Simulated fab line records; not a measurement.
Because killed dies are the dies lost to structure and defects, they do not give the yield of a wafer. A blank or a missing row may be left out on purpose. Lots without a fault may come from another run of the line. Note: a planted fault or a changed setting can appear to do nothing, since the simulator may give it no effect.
fab line records	flow nand-harc	part 2 of 2: steps 27 to 39 of 39
record lots=5	wafers=15	last-day=33
route steps=1302 shown A_STAIRCASE@853 A_SGD_CUT@890
lots that met no fault: from a run of the same line without faults
start-h: hours from the record's first day to the start of the lot's first wafer shown	wait-h: hours elapsed since this lot's preceding step	" the same as in the row above	L1.1+2: a single row standing in for several wafers	- no value, or no start was given	* or withheld: withheld	< > ~ a bound
route shown NAME@n: names a module that has steps shown in the file, with the first one's number in the route	usual: average and standard deviation across the fault-free wafers	same: alike in all rows	chamber/n: place in a boat	sites: each site's reading	_std_site: their standard deviation	_edge_site: inner sites' mean taken away from outer sites' mean	radius-mm: how far each site lies from the wafer's centre	mask NAME#n: copy n	behind: the last tool/chamber to shape the wafer	hold: the reason the lot was held/the length of the hold in hours/how it ended	device: the transistor (n, p or np) that didn't switch	end of line: the tests these same wafers got at the end of their route	a step given without rows: its recipe and nothing more	killed: at the first sort, the dies lost to defects and structure; wafer yield is something else	map: shows each die of a wafer: x if killed, . if not, _ if none is there
set.NAME: the setting the step ran with; set.NAME@STEP: the setting that earlier step ran with	model.NAME: the simulator's own value behind a step, which no gauge read
lots at selected steps of the route; one table per step, one row per wafer
services: a tool's chamber out of use, with start hour (start-h, from the record's first day; less than 0 if before it), hours out, and reason
## steps
# step NHARC_A_STAIRCASE_STRIP_475
# recipe time-s=20	o2-flow-sccm=500	ar-flow-sccm=0	bias-w=0	chemistry=O2
# usual chamber-pressure-mTorr=60.00/0.056	drypump-motor-current-A=5.7/0.51	oes-product-au=1.001/0.01	rf-vpp-V=57.8/0.97	showerhead-plenum-p-Torr=3.53/0.2	throttle-valve-pct=17.037/0.0084
lot.wafer	tool	chamber	start-h	wait-h	chamber-pressure-mTorr	drypump-motor-current-A	oes-product-au	rf-hours-counter-h	rf-vpp-V	showerhead-plenum-p-Torr	throttle-valve-pct
L080.4	rie-diel-09	1	-	-	60.01	6.4	0.994	5	57.3	3.71	17.034
L080.2	"	3	"	"	59.94	6.3	1.001	4	58.7	3.74	17.045
L080.6	"	0	"	"	59.96	5.9	1.006	-	57.7	3.75	17.029
L082.3	rie-diel-12	2	-	-	59.98	5.4	0.999	25	57.6	3.33	17.042
L082.5	"	2	"	"	59.99	5.4	1.006	-	56.7	3.33	17.047
L082.6	"	3	"	"	60.01	5.9	1.018	-	58.6	3.80	17.030
L084.3	rie-diel-09	2	-	-	60.03	5.6	0.997	9	57.1	3.29	17.032
L084.4	"	3	"	"	59.97	6.3	0.985	11	58.2	3.74	17.042
L084.5	"	2	"	"	59.96	5.6	0.992	-	56.6	3.29	17.034
L085.4	rie-diel-09	0	-	-	60.06	5.9	1.008	15	58.1	3.74	17.039
L085.2	"	2	"	"	60.00	5.6	1.013	16	57.4	3.28	17.043
L085.5	"	0	"	"	59.97	5.9	1.000	-	59.3	3.74	17.046
L094.2	rie-diel-09	2	650.19	0.2	60.03	5.6	1.000	43	57.4	3.27	17.035
L094.3	"	3	"	"	59.97	6.3	1.002	57	57.4	3.71	17.041
L094.6	"	1	"	"	59.99	6.3	0.996	-	60.5	3.69	17.033
# step NHARC_A_STAIRCASE_DEP_471
# recipe target-thk-a=1000	temp-c=400	pressure-torr=6.5	rf-w=900	teos-flow-sccm=161.4	flow-sccm=2650	target-thk-nm=100	gas=O2	material=SiO2
# usual heater-power-w=553/100	throttle-valve-pct=15.9/0.51
lot.wafer	tool	chamber	start-h	wait-h	heater-power-w	throttle-valve-pct
L080.2	pecvd-02	2	517.55	-	574	15.5
L080.4	"	0	"	"	488	14.7
L080.6	"	2	"	"	581	15.9
L082.3	pecvd-01	0	517.77	-	804	15.3
L082.6	"	2	"	"	552	16.4
L082.5	"	0	"	"	642	15.5
L084.3	pecvd-02	1	527.57	-	639	16.2
L084.4	"	1	"	"	655	16.2
L084.5	"	2	"	"	551	15.8
L085.2	pecvd-02	2	547.13	-	513	15.7
L085.4	"	0	"	"	456	14.7
L085.5	"	1	"	"	638	16.7
L094.2	pecvd-04	1	650.32	-	438	15.5
L094.3	"	2	"	"	586	16.5
L094.6	"	2	"	"	576	16.3
# step NHARC_A_STAIRCASE_CMP_472
# recipe material=SiO2
# usual motor-current-A=11.9/1.6
lot.wafer	tool	chamber	start-h	wait-h	motor-current-A
L080.4	cmp-03	1	517.81	0.2	11.7
L080.2	"	2	"	"	10.0
L080.6	"	3	"	"	11.6
L082.3	cmp-01	3	518.07	0.3	11.5
L082.5	"	1	"	"	11.6
L082.6	"	2	"	"	10.7
L084.4	cmp-04	0	527.87	0.2	15.0
L084.3	"	1	"	"	12.1
L084.5	"	0	"	"	13.9
L085.2	cmp-04	1	547.45	0.3	12.3
L085.4	"	2	"	"	10.1
L085.5	"	3	"	"	11.0
L094.3	cmp-03	0	650.57	0.2	12.7
L094.2	"	3	"	"	11.9
L094.6	"	1	"	"	11.8
# step NHARC_A_STAIRCASE_SRD_474
lot.wafer	tool	chamber	start-h	wait-h
L080.6+4+2	wet-bench-06	3,4,5	518.04	0.0
L082.6+3+5	wet-bench-06	7,0,3	518.28	0.0
L084.5+4+3	wet-bench-02	5,7,1	528.11	0.0
L085.4+5+2	wet-bench-03	3,4,6	547.67	0.0
L094.6+2+3	wet-bench-02	7,0,1	650.83	0.0
# step NHARC_A_STAIRCASE_INSPECT_155
# usual raw-defect-count=440/140
lot.wafer	tool	chamber	start-h	wait-h	raw-defect-count
L080.2	defect-inspect-01	-	518.11	0.1	337
L080.4	"	-	"	"	577
L080.6	"	-	"	"	514
L082.3	defect-inspect-02	-	518.36	0.1	767
L082.5	"	-	"	"	614
L082.6	"	-	"	"	785
L084.3	defect-inspect-01	-	528.19	0.1	446
L084.4	"	-	"	"	322
L084.5	"	-	"	"	311
L085.2	defect-inspect-02	-	547.74	0.1	307
L085.4	"	-	"	"	269
L085.5	"	-	"	"	258
L094.2	defect-inspect-01	-	650.92	0.1	639
L094.3	"	-	"	"	801
L094.6	"	-	"	"	412
# step NHARC_A_SGD_CUT_DEP_00
# recipe target-thk-a=500	temp-c=400	target-thk-nm=50	flow-sccm=200	rf-w=450	material=SiNx
# usual heater-power-w=724/100
lot.wafer	tool	chamber	start-h	wait-h	heater-power-w
L080.2	pecvd-03	1	518.24	0.1	674
L080.6	"	2	"	"	596
L080.4	"	0	"	"	631
L082.3	pecvd-01	1	518.49	0.1	688
L082.5	"	2	"	"	662
L082.6	"	0	"	"	849
L084.3	pecvd-01	2	528.26	0.1	612
L084.4	"	2	"	"	633
L084.5	"	0	"	"	984
L085.2	pecvd-01	1	547.84	0.1	635
L085.4	"	1	"	"	647
L085.5	"	2	"	"	711
L094.2	pecvd-01	1	651.01	0.1	671
L094.3	"	2	"	"	722
L094.6	"	2	"	"	724
# step NHARC_A_SGD_CUT_DEHYDRATE_01
# recipe temp-c=150	time-s=120
# usual heater-power-total-W=182.7/1.2
lot.wafer	tool	chamber	start-h	wait-h	heater-power-total-W
L080.2	litho-track-01	0	518.45	0.2	180.8
L080.4	"	0	"	"	182.1
L080.6	"	0	"	"	183.7
L082.3	litho-track-04	0	518.70	0.2	183.4
L082.5	"	0	"	"	182.6
L082.6	"	0	"	"	183.2
L084.3	litho-track-01	0	528.53	0.2	183.0
L084.4	"	0	"	"	180.8
L084.5	"	0	"	"	184.0
L085.2	litho-track-04	0	548.08	0.2	182.5
L085.4	"	0	"	"	181.3
L085.5	"	0	"	"	180.4
L094.2	litho-track-04	0	651.26	0.2	184.3
L094.3	"	0	"	"	183.5
L094.6	"	0	"	"	184.7
# step NHARC_A_SGD_CUT_HMDS_02
# recipe time-s=30
lot.wafer	tool	chamber	start-h	wait-h
L080.2+4+6	litho-track-01	0	-	-
L082.3+5+6	litho-track-04	0	-	-
L084.3+4+5	litho-track-01	0	-	-
L085.2+4+5	litho-track-04	0	-	-
L094.2+3+6	litho-track-04	0	-	-
# step NHARC_A_SGD_CUT_COAT_56
# recipe temp-c=260	time-s=75
# usual heater-power-total-W=486.8/1.7
lot.wafer	tool	chamber	start-h	wait-h	heater-power-total-W
L080.2	litho-track-01	0	-	-	488.1
L080.4	"	0	"	"	484.5
L080.6	"	0	"	"	488.3
L082.3	litho-track-04	0	-	-	487.2
L082.5	"	0	"	"	484.9
L082.6	"	0	"	"	488.8
L084.3	litho-track-01	0	-	-	488.3
L084.4	"	0	"	"	489.2
L084.5	"	0	"	"	488.6
L085.2	litho-track-04	0	-	-	488.0
L085.4	"	0	"	"	489.2
L085.5	"	0	"	"	488.4
L094.2	litho-track-04	0	-	-	486.5
L094.3	"	0	"	"	485.4
L094.6	"	0	"	"	485.7
# step NHARC_A_SGD_CUT_COAT_57
# recipe temp-c=225	time-s=65
# usual heater-power-total-W=446.7/2.1
lot.wafer	tool	chamber	start-h	wait-h	heater-power-total-W
L080.2	litho-track-01	0	-	-	444.6
L080.4	"	0	"	"	446.8
L080.6	"	0	"	"	445.5
L082.3	litho-track-04	0	-	-	449.4
L082.5	"	0	"	"	446.9
L082.6	"	0	"	"	444.3
L084.3	litho-track-01	0	-	-	444.2
L084.4	"	0	"	"	446.2
L084.5	"	0	"	"	449.5
L085.2	litho-track-04	0	-	-	448.5
L085.4	"	0	"	"	444.4
L085.5	"	0	"	"	444.0
L094.2	litho-track-04	0	-	-	445.5
L094.3	"	0	"	"	449.3
L094.6	"	0	"	"	444.1
# step NHARC_A_SGD_CUT_COAT_03
# recipe spin-rpm=1500	resist-thk-nm=90
# usual dispense-pressure-kPa=50/5.6
lot.wafer	tool	chamber	start-h	wait-h	dispense-pressure-kPa
L080.2	litho-track-01	0	-	-	52
L080.4	"	0	"	"	52
L080.6	"	0	"	"	52
L082.3	litho-track-04	0	-	-	42
L082.5	"	0	"	"	42
L082.6	"	0	"	"	42
L084.3	litho-track-01	0	-	-	52
L084.4	"	0	"	"	52
L084.5	"	0	"	"	52
L085.2	litho-track-04	0	-	-	42
L085.4	"	0	"	"	42
L085.5	"	0	"	"	42
L094.2	litho-track-04	0	-	-	42
L094.3	"	0	"	"	42
L094.6	"	0	"	"	42
# step NHARC_A_SGD_CUT_SOFTBAKE_04
# recipe temp-c=105	time-s=55
# usual heater-power-total-W=188.46/0.13
lot.wafer	tool	chamber	start-h	wait-h	heater-power-total-W
L080.2	litho-track-01	0	-	-	188.52
L080.4	"	0	"	"	188.38
L080.6	"	0	"	"	188.38
L082.3	litho-track-04	0	-	-	188.37
L082.5	"	0	"	"	188.64
L082.6	"	0	"	"	188.55
L084.3	litho-track-01	0	-	-	188.46
L084.4	"	0	"	"	188.55
L084.5	"	0	"	"	188.49
L085.2	litho-track-04	0	-	-	188.44
L085.4	"	0	"	"	188.37
L085.5	"	0	"	"	188.49
L094.2	litho-track-04	0	-	-	188.41
L094.3	"	0	"	"	188.36
L094.6	"	0	"	"	188.39
# step NHARC_A_SGD_CUT_EBR_05
lot.wafer	tool	chamber	start-h	wait-h
L080.2+4+6	litho-track-01	0	-	-
L082.3+5+6	litho-track-04	0	-	-
L084.3+4+5	litho-track-01	0	-	-
L085.2+4+5	litho-track-04	0	-	-
L094.2+3+6	litho-track-04	0	-	-
## services
tool	chamber	start-h	hours	kind
litho-track-05	-	474.00	7.0	pm
pecvd-01	-	492.80	13.0	pm
rie-diel-09	-	497.45	9.0	pm
litho-track-01	-	505.00	7.0	pm
cmp-03	-	519.66	10.1	repair
wet-bench-06	-	545.60	8.0	pm
litho-track-04	-	553.00	7.0	pm
cmp-03	-	556.55	4.0	pm
wet-bench-03	-	562.50	8.0	pm
pecvd-02	0	562.56	5.1	repair
cmp-03	-	584.10	0.9	repair
pecvd-01	-	588.60	0.9	repair
pecvd-02	-	589.00	13.0	pm
pecvd-01	-	594.35	3.7	repair
rie-diel-09	1	596.05	2.7	repair
litho-track-07	-	601.00	7.0	pm
rie-diel-09	1	606.93	2.3	repair
rie-diel-09	0	617.80	40.5	repair
rie-diel-12	-	622.52	9.0	pm
litho-track-03	-	625.00	7.0	pm
pecvd-01	0	626.42	19.4	repair
rie-diel-09	2	639.02	2.8	repair
pecvd-01	-	648.96	0.8	repair
litho-track-05	-	649.00	7.0	pm
